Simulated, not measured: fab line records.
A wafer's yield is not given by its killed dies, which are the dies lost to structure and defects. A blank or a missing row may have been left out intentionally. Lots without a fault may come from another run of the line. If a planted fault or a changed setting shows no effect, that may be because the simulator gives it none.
fab line records / flow n5_finfet
[record] lots = 5 wafers = 15 last_day = 17
route steps=1938 shown BEOL_M15@1812 PASS1_DEP@1831 MIM_BOT@1832 MIM_TOP@1834 MIM_TOP_LITHO@1839 PASSIVATION@1936
lots that met no fault: from a run of the same line without faults
start_h: start of the lot's first displayed wafer, in hours after the record's first day / wait_h: hours since the lot's step before / " repeats the value in the row above / L1.1+2: several wafers, shown together as one row / - no value, or no start was given / * or withheld: withheld / < > ~ a bound
route shown NAME@n: NAME is a module with steps in the file, n the number in the route of the first one / usual: mean and standard deviation over wafers with no fault / same: alike in all rows / chamber/n: place in a boat / sites: the reading at each site / _std_site: how widely they spread, as a standard deviation / _edge_site: mean of outer sites minus mean of inner sites / radius_mm: for every site, how far away it sits from the centre of the wafer / mask NAME#n: copy n / behind: the tool/chamber that last shaped the wafer / hold: why the lot was held/for how many hours/how that ended / device: which transistor (n, p or np) failed to switch / end of line: tests of these same wafers at the route's end / a step with no rows: only its recipe / killed: not the wafer's yield, but the dies lost to structure and defects at the first sort / map: a wafer's dies, x killed, . not, _ none there
set.NAME: setting as actually run; set.NAME@STEP: the setting as run at that earlier step / model.NAME: the simulator's own value behind a step, which no gauge read
a table for each step, a row for each wafer; lots at some steps of the route
services: a tool's chamber out of use, with start hour (start_h, from the record's first day; less than 0 if before it), hours out, and reason
[[steps]]
[step N5_BEOL_M15_STRIP_62]
[recipe] chemistry = O2 power_w = 600 temp_c = 60 pressure_mtorr = 30 rf_frequency_hz = 6e+07 bias_power_w = 0 overash_fraction = 0.3 o2_flow_sccm = 225
[step N5_BEOL_M15_STRIP_37]
[recipe] chemistry = O2 power_w = 600 temp_c = 60 pressure_mtorr = 30 rf_frequency_hz = 6e+07 bias_power_w = 0 overash_fraction = 0.3 o2_flow_sccm = 225
[step N5_BEOL_M15_ETCH_38]
[recipe] chemistry = CF4/N2 target = SiCN target_depth_a = 1064 taper_deg = 2 time_s = 120.5 ion_energy_ev = 150 mask_material = SiO2 pressure_mtorr = 40 source_w = 430 bias_w = 70 Ar_flow_sccm = 100 cf4_flow_sccm = 60 n2_flow_sccm = 60
[step N5_BEOL_M15_PRECLEAN_39]
[recipe] chemistry = residue_remover time_s = 60 temp_c = 40
[step N5_BEOL_M15_SRD_40]
[recipe] time_s = 30 temp_c = 23 rinse_liquid = diw dry = n2_spin spin_rpm = 1500 dry_time_s = 30
[step N5_BEOL_M15_DEGAS_41]
[recipe] ambient = vacuum temp_c = 300 time_s = 60
[step N5_BEOL_M15_PRE_CLEAN_42]
[recipe] gas = H2/He time_s = 30 temp_c = 300
[step N5_BEOL_M15_SPUTTER_43]
[recipe] material = TaN target_thk_a = 150 temp_c = 50 bias_v = 168.6 power_w = 15000 chamber_pressure_pa = 0.12 time_s = 24.19
[step N5_BEOL_M15_SPUTTER_44]
[recipe] material = Ta target_thk_a = 150 temp_c = 50 bias_v = 80 power_w = 15000 chamber_pressure_pa = 0.07 time_s = 24.19
[step N5_BEOL_M15_SPUTTER_45]
[recipe] material = Cu target_thk_a = 1000 temp_c = -20 bias_v = 60 power_w = 26000 chamber_pressure_pa = 0.13 time_s = 16.67
[step N5_BEOL_M15_ECD_47]
[recipe] material = Cu target_thk_a = 18600
[step N5_BEOL_M15_ANNEAL_48]
[recipe] temp_c = 225 time_s = 90 ambient = N2
[step N5_BEOL_M15_CMP_49]
[recipe] stop_on = SiO2 t_overpolish_s = 4.9 down_force_psi = 2 platen_rpm = 80 clearing_platen_down_force_psi = 2 clearing_platen_rpm = 80 post_cmp_clean = cu_alkaline target_thk_nm = 850 clearing_platen_pad_velocity_m_s = 1.5917 pad_velocity_m_s = 1.5917
[usual] barrier_field_endpoint_s = 11.30/0.27 motor_current_A = 8.3/0.67 overpolish_run_s = 4.900/0.0085
lot.wafer=L404.1 tool=cmp-02 chamber=2 start_h=301.90 wait_h=0.3 barrier_field_endpoint_s=11.35 motor_current_A=8.0 overpolish_run_s=4.901
lot.wafer=L404.3 tool=cmp-02 chamber=3 start_h=301.90 wait_h=0.3 barrier_field_endpoint_s=11.32 motor_current_A=7.0 overpolish_run_s=4.910
lot.wafer=L404.5 tool=cmp-02 chamber=1 start_h=301.90 wait_h=0.3 barrier_field_endpoint_s=11.47 motor_current_A=8.3 overpolish_run_s=4.903
lot.wafer=L411.3 tool=cmp-02 chamber=2 start_h=339.46 wait_h=0.2 barrier_field_endpoint_s=10.89 motor_current_A=8.0 overpolish_run_s=4.886
lot.wafer=L411.1 tool=cmp-02 chamber=3 start_h=339.46 wait_h=0.2 barrier_field_endpoint_s=11.06 motor_current_A=6.9 overpolish_run_s=4.915
lot.wafer=L411.2 tool=cmp-02 chamber=0 start_h=339.46 wait_h=0.2 barrier_field_endpoint_s=10.90 motor_current_A=8.6 overpolish_run_s=4.907
lot.wafer=L412.3 tool=cmp-02 chamber=1 start_h=360.39 wait_h=0.2 barrier_field_endpoint_s=11.19 motor_current_A=8.6 overpolish_run_s=4.899
lot.wafer=L412.4 tool=cmp-02 chamber=2 start_h=360.39 wait_h=0.2 barrier_field_endpoint_s=11.22 motor_current_A=8.1 overpolish_run_s=4.897
lot.wafer=L412.6 tool=cmp-02 chamber=0 start_h=360.39 wait_h=0.2 barrier_field_endpoint_s=11.21 motor_current_A=8.7 overpolish_run_s=4.898
lot.wafer=L414.3 tool=cmp-02 chamber=0 start_h=365.11 wait_h=0.2 barrier_field_endpoint_s=11.19 motor_current_A=8.7 overpolish_run_s=4.904
lot.wafer=L414.4 tool=cmp-02 chamber=1 start_h=365.11 wait_h=0.2 barrier_field_endpoint_s=11.11 motor_current_A=7.8 overpolish_run_s=4.908
lot.wafer=L414.2 tool=cmp-02 chamber=3 start_h=365.11 wait_h=0.2 barrier_field_endpoint_s=11.42 motor_current_A=7.1 overpolish_run_s=4.912
lot.wafer=L418.4 tool=cmp-03 chamber=0 start_h=395.64 wait_h=0.1 barrier_field_endpoint_s=11.14 motor_current_A=7.6 overpolish_run_s=4.892
lot.wafer=L418.2 tool=cmp-03 chamber=2 start_h=395.64 wait_h=0.1 barrier_field_endpoint_s=11.10 motor_current_A=6.9 overpolish_run_s=4.903
lot.wafer=L418.1 tool=cmp-03 chamber=3 start_h=395.64 wait_h=0.1 barrier_field_endpoint_s=11.04 motor_current_A=8.4 overpolish_run_s=4.884
[step N5_BEOL_M15_PRE_CLEAN_52]
[recipe] gas = NH3 time_s = 15 temp_c = withheld rf_power_w = 300
[step N5_BEOL_M15_DEP_53]
[recipe] material = SiCN target_thk_a = 500 temp_c = withheld precursor = 3MS/NH3 pressure_torr = 3 rf_w = 675 time_s = 17.8
[step N5_BEOL_M15_INSPECT_55]
[recipe] inspect_instrument = darkfield mode = post_dep
[usual] raw_defect_count = 70/23
lot.wafer=L404.1 tool=defect_inspect-01 chamber=- start_h=302.27 wait_h=0.0 raw_defect_count=125
lot.wafer=L404.3 tool=defect_inspect-01 chamber=- start_h=302.27 wait_h=0.0 raw_defect_count=136
lot.wafer=L404.5 tool=defect_inspect-01 chamber=- start_h=302.27 wait_h=0.0 raw_defect_count=140
lot.wafer=L411.1 tool=defect_inspect-02 chamber=- start_h=339.88 wait_h=0.0 raw_defect_count=892
lot.wafer=L411.2 tool=defect_inspect-02 chamber=- start_h=339.88 wait_h=0.0 raw_defect_count=876
lot.wafer=L411.3 tool=defect_inspect-02 chamber=- start_h=339.88 wait_h=0.0 raw_defect_count=800
lot.wafer=L412.3 tool=defect_inspect-01 chamber=- start_h=360.81 wait_h=0.0 raw_defect_count=896
lot.wafer=L412.4 tool=defect_inspect-01 chamber=- start_h=360.81 wait_h=0.0 raw_defect_count=854
lot.wafer=L412.6 tool=defect_inspect-01 chamber=- start_h=360.81 wait_h=0.0 raw_defect_count=937
lot.wafer=L414.2 tool=defect_inspect-02 chamber=- start_h=365.56 wait_h=0.0 raw_defect_count=834
lot.wafer=L414.3 tool=defect_inspect-02 chamber=- start_h=365.56 wait_h=0.0 raw_defect_count=930
lot.wafer=L414.4 tool=defect_inspect-02 chamber=- start_h=365.56 wait_h=0.0 raw_defect_count=918
lot.wafer=L418.1 tool=defect_inspect-01 chamber=- start_h=396.12 wait_h=0.0 raw_defect_count=50
lot.wafer=L418.2 tool=defect_inspect-01 chamber=- start_h=396.12 wait_h=0.0 raw_defect_count=71
lot.wafer=L418.4 tool=defect_inspect-01 chamber=- start_h=396.12 wait_h=0.0 raw_defect_count=73
[step N5_PASSIVATION_PECVD_00]
[recipe] material = SiO2 target_thk_a = 2000 temp_c = 400 precursor = SiH4/N2O pressure_torr = 2.7 rf_w = 608 time_s = 11.2
[step N5_MIM_BOT_DEGAS_01]
[recipe] ambient = vacuum temp_c = 300 time_s = 60
[step N5_MIM_BOT_SPUTTER_00]
[recipe] material = TiN target_thk_a = 350 temp_c = 200 power_w = 3000 chamber_pressure_pa = 0.49996 gas = Ar reactive_partial_pa = 0.37997 time_s = 89.7
[step N5_MIM_TOP_ALD_00]
[recipe] material = Al2O3 target_thk_a = * temp_c = withheld ald_precursor_family = TMA ald_co_reactant = O3 pulse_time_s = withheld purge_time_s = 3 co_reactant_purge_time_s = withheld co_reactant_pulse_time_s = 3 ald_cycles = withheld
[step N5_MIM_TOP_ALD_01]
[recipe] material = HfO2 target_thk_a = 56 temp_c = withheld ald_precursor_family = Hf-amide ald_co_reactant = O3 pulse_time_s = 1 purge_time_s = 3 co_reactant_purge_time_s = 2 co_reactant_pulse_time_s = 3 ald_cycles = 62
[step N5_MIM_TOP_ALD_02]
[recipe] material = Al2O3 target_thk_a = * temp_c = withheld ald_precursor_family = TMA ald_co_reactant = O3 pulse_time_s = withheld purge_time_s = 3 co_reactant_purge_time_s = withheld co_reactant_pulse_time_s = 3 ald_cycles = withheld
[step N5_MIM_TOP_DEGAS_04]
[recipe] ambient = vacuum temp_c = 300 time_s = 60
[step N5_MIM_TOP_SPUTTER_03]
[recipe] material = TiN target_thk_a = 350 temp_c = 200 power_w = 3000 chamber_pressure_pa = 0.49996 gas = Ar reactive_partial_pa = 0.37997 time_s = 89.7
[step N5_MIM_TOP_LITHO_HMDS_01]
[recipe] time_s = 60 temp_c = 120
[step N5_MIM_TOP_LITHO_COAT_02]
[recipe] spin_rpm = * resist_thk_nm = *
[step N5_MIM_TOP_LITHO_EBR_04]
[recipe] solvent = PGMEA ebr_width_mm = 1.5
[step N5_MIM_TOP_LITHO_SOFTBAKE_03]
[recipe] temp_c = 100 time_s = 90
[step N5_MIM_TOP_LITHO_EXPOSE_05]
[recipe] mask_id = MIM_TOP na = 0.55 source_shape = conventional sigma_outer = 0.8 polarization = unpolarized target_cd_nm = 2000 dose_mj = 20.5
[step N5_MIM_TOP_LITHO_PEB_06]
[recipe] peb_temp_c = withheld peb_time_s = *
[step N5_MIM_TOP_LITHO_DEVELOP_07]
[recipe] develop_time_s = 60 rinse_liquid = diw dry = air_spin dev_temp_c = 21
[step N5_MIM_TOP_LITHO_HARDBAKE_09]
[recipe] temp_c = 130 time_s = 120
[step N5_MIM_TOP_LITHO_INSPECT_12]
[recipe] mode = adi inspect_instrument = macro
[usual] raw_defect_count = 2.1/1.5
lot.wafer=L404.1 tool=defect_inspect-01 chamber=- start_h=307.34 wait_h=0.0 raw_defect_count=0
lot.wafer=L404.3 tool=defect_inspect-01 chamber=- start_h=307.34 wait_h=0.0 raw_defect_count=2
lot.wafer=L404.5 tool=defect_inspect-01 chamber=- start_h=307.34 wait_h=0.0 raw_defect_count=0
lot.wafer=L411.1 tool=defect_inspect-01 chamber=- start_h=343.90 wait_h=0.0 raw_defect_count=>300
lot.wafer=L411.2 tool=defect_inspect-01 chamber=- start_h=343.90 wait_h=0.0 raw_defect_count=>300
lot.wafer=L411.3 tool=defect_inspect-01 chamber=- start_h=343.90 wait_h=0.0 raw_defect_count=>300
lot.wafer=L412.3 tool=defect_inspect-02 chamber=- start_h=364.51 wait_h=0.0 raw_defect_count=>300
lot.wafer=L412.4 tool=defect_inspect-02 chamber=- start_h=364.51 wait_h=0.0 raw_defect_count=>300
lot.wafer=L412.6 tool=defect_inspect-02 chamber=- start_h=364.51 wait_h=0.0 raw_defect_count=>300
lot.wafer=L414.2 tool=defect_inspect-01 chamber=- start_h=369.39 wait_h=0.0 raw_defect_count=>300
lot.wafer=L414.3 tool=defect_inspect-01 chamber=- start_h=369.39 wait_h=0.0 raw_defect_count=>300
lot.wafer=L414.4 tool=defect_inspect-01 chamber=- start_h=369.39 wait_h=0.0 raw_defect_count=>300
lot.wafer=L418.1 tool=defect_inspect-01 chamber=- start_h=400.66 wait_h=0.0 raw_defect_count=5
lot.wafer=L418.2 tool=defect_inspect-01 chamber=- start_h=400.66 wait_h=0.0 raw_defect_count=7
lot.wafer=L418.4 tool=defect_inspect-01 chamber=- start_h=400.66 wait_h=0.0 raw_defect_count=1
[step N5_MIM_TOP_LITHO_DESCUM_10]
[recipe] chemistry = O2 time_s = 7.9 source_power_w = 50 bias_power_w = 20 pressure_mtorr = 20 rf_frequency_hz = 2.712e+07 temp_c = 40 o2_flow_sccm = 225
[step N5_PASSIVATION_PROBE_49]
[usual] defect_limited_yield = 91.1/1.5 killed_at_M0_to_M3 = 35/9.5 killed_at_M4_up = 13/5.2 killed_at_contacts = 12/6.1 killed_at_front_end = 41/14 killed_at_other = 3.8/2.9 killed_dies = 105/17 killed_on_rim = 13/4.1 killed_open = 70/13 killed_short = 33/8.4 sort_bin_5_function = 5.1/0.97 sort_bin_6_memory = 3.4/0.69 sort_n_pass = 1075/17 sort_yield_pct = 91.1/1.5
[same] gross_dies = 1180 killed_at_back_side = 0 sort_bin_4_leakage[%] = 0 sort_bin_8_speed[%] = 0
lot.wafer=L404.1 tool=prober-01 chamber=- start_h=318.42 wait_h=0.0 defect_limited_yield[%]=93.1 killed_at_M0_to_M3=19 killed_at_M4_up=13 killed_at_contacts=4 killed_at_front_end=42 killed_at_other=3 killed_dies=81 killed_on_rim=13 killed_open=60 killed_short=19 sort_bin_5_function[%]=4.2 sort_bin_6_memory[%]=2.5 sort_n_pass=1099 sort_yield_pct[%]=93.1
lot.wafer=L404.3 tool=prober-01 chamber=- start_h=318.52 wait_h=0.1 defect_limited_yield[%]=91.8 killed_at_M0_to_M3=44 killed_at_M4_up=8 killed_at_contacts=14 killed_at_front_end=28 killed_at_other=3 killed_dies=97 killed_on_rim=14 killed_open=58 killed_short=37 sort_bin_5_function[%]=5.1 sort_bin_6_memory[%]=2.9 sort_n_pass=1083 sort_yield_pct[%]=91.8
lot.wafer=L404.5 tool=prober-01 chamber=- start_h=318.62 wait_h=0.2 defect_limited_yield[%]=89.3 killed_at_M0_to_M3=39 killed_at_M4_up=15 killed_at_contacts=17 killed_at_front_end=55 killed_at_other=0 killed_dies=126 killed_on_rim=19 killed_open=85 killed_short=41 sort_bin_5_function[%]=6.3 sort_bin_6_memory[%]=4.1 sort_n_pass=1054 sort_yield_pct[%]=89.3
lot.wafer=L411.1 tool=prober-01 chamber=- start_h=355.17 wait_h=0.0 defect_limited_yield[%]=44.5 killed_at_M0_to_M3=33 killed_at_M4_up=573 killed_at_contacts=12 killed_at_front_end=34 killed_at_other=3 killed_dies=655 killed_on_rim=89 killed_open=60 killed_short=29 sort_bin_5_function[%]=33.4 sort_bin_6_memory[%]=18.7 sort_n_pass=525 sort_yield_pct[%]=44.5
lot.wafer=L411.2 tool=prober-01 chamber=- start_h=355.22 wait_h=0.1 defect_limited_yield[%]=46.7 killed_at_M0_to_M3=20 killed_at_M4_up=556 killed_at_contacts=25 killed_at_front_end=27 killed_at_other=1 killed_dies=629 killed_on_rim=82 killed_open=58 killed_short=20 sort_bin_5_function[%]=33.7 sort_bin_6_memory[%]=16.0 sort_n_pass=551 sort_yield_pct[%]=46.7
lot.wafer=L411.3 tool=prober-01 chamber=- start_h=355.27 wait_h=0.1 defect_limited_yield[%]=49.8 killed_at_M0_to_M3=19 killed_at_M4_up=533 killed_at_contacts=13 killed_at_front_end=24 killed_at_other=3 killed_dies=592 killed_on_rim=71 killed_open=58 killed_short=9 sort_bin_5_function[%]=33.6 sort_bin_6_memory[%]=13.6 sort_n_pass=588 sort_yield_pct[%]=49.8
lot.wafer=L412.3 tool=prober-01 chamber=- start_h=374.07 wait_h=0.1 defect_limited_yield[%]=44.7 killed_at_M0_to_M3=26 killed_at_M4_up=564 killed_at_contacts=17 killed_at_front_end=43 killed_at_other=2 killed_dies=652 killed_on_rim=88 killed_open=61 killed_short=30 sort_bin_5_function[%]=36.1 sort_bin_6_memory[%]=16.2 sort_n_pass=528 sort_yield_pct[%]=44.7
lot.wafer=L412.4 tool=prober-01 chamber=- start_h=374.12 wait_h=0.2 defect_limited_yield[%]=47.7 killed_at_M0_to_M3=25 killed_at_M4_up=533 killed_at_contacts=6 killed_at_front_end=47 killed_at_other=6 killed_dies=617 killed_on_rim=79 killed_open=58 killed_short=33 sort_bin_5_function[%]=33.4 sort_bin_6_memory[%]=15.4 sort_n_pass=563 sort_yield_pct[%]=47.7
lot.wafer=L412.6 tool=prober-01 chamber=- start_h=374.22 wait_h=0.3 defect_limited_yield[%]=42.5 killed_at_M0_to_M3=29 killed_at_M4_up=595 killed_at_contacts=9 killed_at_front_end=43 killed_at_other=2 killed_dies=678 killed_on_rim=93 killed_open=59 killed_short=33 sort_bin_5_function[%]=36.1 sort_bin_6_memory[%]=16.9 sort_n_pass=502 sort_yield_pct[%]=42.5
lot.wafer=L414.2 tool=prober-02 chamber=- start_h=379.23 wait_h=0.1 defect_limited_yield[%]=46.1 killed_at_M0_to_M3=15 killed_at_M4_up=567 killed_at_contacts=11 killed_at_front_end=42 killed_at_other=1 killed_dies=636 killed_on_rim=84 killed_open=48 killed_short=25 sort_bin_5_function[%]=34.7 sort_bin_6_memory[%]=15.6 sort_n_pass=544 sort_yield_pct[%]=46.1
lot.wafer=L414.3 tool=prober-02 chamber=- start_h=379.28 wait_h=0.1 defect_limited_yield[%]=43.4 killed_at_M0_to_M3=32 killed_at_M4_up=602 killed_at_contacts=6 killed_at_front_end=23 killed_at_other=5 killed_dies=668 killed_on_rim=74 killed_open=54 killed_short=26 sort_bin_5_function[%]=37.6 sort_bin_6_memory[%]=15.6 sort_n_pass=512 sort_yield_pct[%]=43.4
lot.wafer=L414.4 tool=prober-02 chamber=- start_h=379.33 wait_h=0.2 defect_limited_yield[%]=44.1 killed_at_M0_to_M3=24 killed_at_M4_up=602 killed_at_contacts=8 killed_at_front_end=23 killed_at_other=3 killed_dies=660 killed_on_rim=83 killed_open=49 killed_short=20 sort_bin_5_function[%]=35.9 sort_bin_6_memory[%]=16.0 sort_n_pass=520 sort_yield_pct[%]=44.1
// killed by level:class
L404.1 STI_FIN_REVEAL:geometric_particle:open=14 DUMMY_GATE:geometric_particle:open=8 FIN_SAQP:geometric_particle:short=5 BEOL_M3:geometric_particle:open=5 BEOL_M8:geometric_particle:open=5 MOL_CONTACT_COAG:geometric_particle:open=4 BEOL_M1:geometric_particle:open=4 BEOL_M5:geometric_particle:open=3
L404.3 BEOL_M3:geometric_particle:open=11 MOL_CONTACT_COAG:geometric_particle:open=10 BEOL_M0_SAQP:geometric_particle:short=9 FIN_SAQP:geometric_particle:short=6 GATE_CUT:geometric_particle:short=6 BEOL_M2:geometric_particle:open=5 STI_FIN_REVEAL:geometric_particle:open=4 MOL_CONTACT_COAG:geometric_particle:short=4
L404.5 FIN_SAQP:geometric_particle:open=21 MOL_CONTACT_COAG:geometric_particle:open=14 FIN_SAQP:geometric_particle:short=12 BEOL_M3:geometric_particle:short=10 STI_FIN_REVEAL:geometric_particle:open=9 BEOL_M3:geometric_particle:open=7 BEOL_M4:geometric_particle:open=7 BEOL_M2:geometric_particle:open=6
L411.1 BEOL_M15:unspecified=565 STI_FIN_REVEAL:geometric_particle:open=13 MOL_CONTACT_COAG:geometric_particle:open=10 FIN_SAQP:geometric_particle:open=8 BEOL_M0_SAQP:geometric_particle:open=7 BEOL_M0_SAQP:geometric_particle:short=6 BEOL_M2:geometric_particle:open=5 FIN_SAQP:geometric_particle:short=4
L411.2 BEOL_M15:unspecified=550 MOL_CONTACT_COAG:geometric_particle:open=15 STI_FIN_REVEAL:geometric_particle:open=13 MOL_CONTACT_COAG:geometric_particle:short=9 BEOL_M0_SAQP:geometric_particle:open=9 BEOL_M4:geometric_particle:open=5 BEOL_M1:geometric_particle:open=4 ILD0:geometric_particle:open=3
L411.3 BEOL_M15:unspecified=525 MOL_CONTACT_COAG:geometric_particle:open=13 STI_FIN_REVEAL:geometric_particle:open=12 BEOL_M3:geometric_particle:open=5 BEOL_M1:geometric_particle:open=5 BEOL_M0_SAQP:geometric_particle:open=4 DUMMY_GATE:geometric_particle:open=3 BEOL_M8:geometric_particle:open=3
L412.3 BEOL_M15:unspecified=558 MOL_CONTACT_COAG:geometric_particle:open=16 STI_FIN_REVEAL:geometric_particle:open=10 BEOL_M3:geometric_particle:open=9 GATE_CUT:geometric_particle:short=6 FIN_SAQP:geometric_particle:short=5 DUMMY_GATE:geometric_particle:open=5 ILD0:geometric_particle:short=5
L412.4 BEOL_M15:unspecified=525 FIN_SAQP:geometric_particle:open=8 STI_FIN_REVEAL:geometric_particle:open=8 GATE_CUT:geometric_particle:short=8 BEOL_M3:geometric_particle:open=7 BEOL_M3:geometric_particle:short=6 FIN_SAQP:geometric_particle:short=5 GATE_CUT:geometric_particle:open=5
L412.6 BEOL_M15:unspecified=582 MOL_CONTACT_COAG:geometric_particle:open=8 BEOL_M3:geometric_particle:open=8 STI_FIN_REVEAL:geometric_particle:open=7 BEOL_M3:geometric_particle:short=7 FIN_SAQP:geometric_particle:short=5 FIN_SAQP:geometric_particle:open=5 DUMMY_GATE:geometric_particle:open=4
L414.2 BEOL_M15:unspecified=560 FIN_SAQP:geometric_particle:open=12 FIN_SAQP:geometric_particle:short=11 MOL_CONTACT_COAG:geometric_particle:open=8 BEOL_M1:geometric_particle:open=5 GATE_CUT:geometric_particle:open=4 STI_FIN_REVEAL:geometric_particle:open=3 GATE_CUT:geometric_particle:short=3
L414.3 BEOL_M15:unspecified=588 BEOL_M0_SAQP:geometric_particle:open=8 BEOL_M3:geometric_particle:short=7 STI_FIN_REVEAL:geometric_particle:open=7 BEOL_M4:geometric_particle:open=7 BEOL_M0_SAQP:geometric_particle:short=6 MOL_CONTACT_COAG:geometric_particle:open=5 FIN_SAQP:geometric_particle:open=4
L414.4 BEOL_M15:unspecified=589 MOL_CONTACT_COAG:geometric_particle:open=8 BEOL_M0_SAQP:geometric_particle:open=6 STI_FIN_REVEAL:geometric_particle:open=5 DUMMY_GATE:geometric_particle:open=5 BEOL_M3:geometric_particle:open=5 BEOL_M2:geometric_particle:open=4 BEOL_M3:geometric_particle:short=4
// map L411.1 (x killed, . not)
_________________xx...xxxx..x________________
______________xxxx.xxxxx..x.xxx._____________
___________.xx..x.xx.xxx.xx.xxx.x.x__________
__________..x......x..xxxxxx..x.x.xx_________
________xx..x.xx...x.xxxxxx.xx...xxx.._______
_______..xxxxx..xxxx.xx.x..xx.xxx.....x______
______.xx..xxx...xxx.xx.xxx.x..xxxx.x.x._____
_____.xx..xx.xx.x.xxx..xx.....xx.x.xx..xx____
____xxx..xx.xx.xx....x..xx..xxx.xxxx.x.xxx___
___.x.xxxx.xx....x.xx.x.x.x..xx.x..x.xxxxxx__
___.xx...xxxxxx.xxx..xxx..x.x.xx..xx.xx..x.__
__.x.xxx.x..x.xxxx.xx..xx.x.xxxxx.x.x..x...._
__.xx..x..x..xx.x...x..x..x..x.....xx.x.x.x._
_xxx.xx.xx..x.....x.xxxxxxxxxx.x....xx..x..xx
_x.xx.xx...x.xxx.x.xxxxx.x..x.x..x..xx.xx....
_xxx.xx.xx..x.x...x.xxxxxx.xxxxxxx..x....x...
_.xxx..x..x...xxxx.x..xx.......xx..x.x..x.xxx
_xxx.x....x.xx..x.x.xx.xxxxx..x....xx..xxx.x.
_.x.xxx..xxx....x...x....xx..x.xx.xxx.xxxxxxx
_xx.x.x...xx.x.x.....x.....x..x.xxxxxxxxx..xx
_xxxx.xxx..x...x.x.xxxx..x.x.xx....xxxxxxx.xx
__xx.xxxxx....x..xxx...xx.xxx.xxx.x.xxx....._
__...xx.xx.xx.xxx.xx.x.xx.xxxxxx...x.x.xxxxx_
___.xxxxx.....xxxx..xx...x.x...xxx.xxx..xx.__
___x.xx..x.x..xxxx.xxxx..x.xxxx..x....x.x..__
____xxxxx.x..xxxxxxx.x..xxxxxxx.xx.x...x..___
_____.xx..xxxx.xxxx.xx.x.x.....x.xx.xx..x____
______.xx.xxxx..x...xx.xx.x.xx.x...x.xx._____
_______.xx...xxx.xxxx..x..xx....xx.x.x.______
________x...xxxxxxxxxxx....xx.x.xxxxxx_______
__________..x.x.x.x..x.x..xx....x.xx_________
___________xxxx.x.xxxxxx..x...xx.xx__________
______________x.xx..xxx.xx.xx.x._____________
_________________xx.x..xx..xx________________
// map L412.6 (x killed, . not)
_________________.xxxx.xxx.x.________________
______________.xxxxx.x.xx.x.xxxx_____________
___________x.x.x.x...xx.xx.x.......__________
__________..x.xxxx.xxxx.....x.x...x._________
________.xxxx.x.xxx.xx.xxxxx.xxxx...x._______
_______xxx..xx...xx.x.xx...xxxxx.xx.xxx______
______x....xxx.xxx.xxxxx...x.xxx.x...xxx_____
_____xx..x...xxxxx.x....x.xxxxx.xxxxxxxxx____
____x..xxx.xxxx.xxxxxxx.xxxx..x..x.xx...x.___
___.x....xxx....x.....xxxx.xx.x.x.xxxxxx.x.__
___xx.xxxx.x..xxx.xxx.xxx..x.xxx.....xxx..x__
__xxx.x.xxxxx.xx.xxxx..x.xxxx.x.xx.xxxxx.xxx_
__..x....xxxxx.x.xxxx..x.x.x..x.x.x.xx.x...x_
_..x.x.xxx.xxxx....x.xx.x...xxx.x.x..x...x..x
_xx.x.xxx..xxxx.xx..xxx..x..xxx..xxxx.xxx.xxx
_..xxxx.xx...x..x.x...x..xx.xx.xxxx...xxxxx.x
_x....xxxx.xxx..x....x.x...xx.x.x.xxxxx...xxx
_.....x..xx...xx...x..x.xx.x..x.x.x.x..x.x.x.
_xxx.xxx....x..xxxx..xxx..x.x.x..x.....xxx.xx
_xxx...x....xxx...xxx...xxxx..xxxxxxxxx.xxxxx
_xxx.xxx..xxx....xxxx.xxxxxx..xx.xx.x.xxx.xxx
__x.xx.xxxxx..x..xx.x.....x.xx..xxxx....xxxx_
__..xx.xx.x.xxxxxxx.xxxxx...xxxx.xxx.xxx.x.._
___.x.xx....x..x.x.xxxxxx.....xxx.xx..x....__
___x..x.....xx.xx.x.xx.x....x.x.xx.xx.x.xxx__
____xx.x...xxxxxx.xx...x..xx..xx.xx.xxxx..___
_____xxxxxxxx..x...xx.x.xxxx..xx...xx....____
______xx.x..x.x.x.x.xxx..x.xx...x.x..xx._____
_______x.xxxxxxx.xxx.xxx..xx.xxx.xxxx.x______
________.x.xxx..xxxx.x.x..xx.xxxx.xx.._______
__________xxx..xxxxx.xxxx.xxx..x.xxx_________
___________.x.x.x.xx...xx.xxxxxx..x__________
______________.xx.....x....x...x_____________
_________________xx.xxxx..xxx________________
[[services]]
tool=cmp-02 chamber=- start_h=327.31 hours=5.2 kind=repair
[[key]]
[first_sign] step = N5_BEOL_M15_INSPECT_55 reading = raw_defect_count direction = up sigmas = 35 usual = 70 struck = 882
[effect] step = N5_MIM_TOP_LITHO_INSPECT_12 reading = raw_defect_count direction = up sigmas = 99+ usual = 2.1 struck = >300
[effect] step = N5_PASSIVATION_PROBE_49 reading = killed_at_M4_up direction = up sigmas = 99+ usual = 13 struck = 569
[more_kills_born_at] N5_BEOL_M15_CMP_49@cmp-02 = 5042
met_at N5_BEOL_M15_CMP_49
struck_wafers L411.1,L411.2,L411.3,L412.3,L412.4,L412.6,L414.2,L414.3,L414.4
onset_between 301.90 339.46
[fault] kind = chamber_particle_source tool = cmp-02 chamber = - onset_h = 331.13 steps = N5_BEOL_M15_CMP_49 rate_per_visit_cm2 = 1.2814 end_h = 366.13
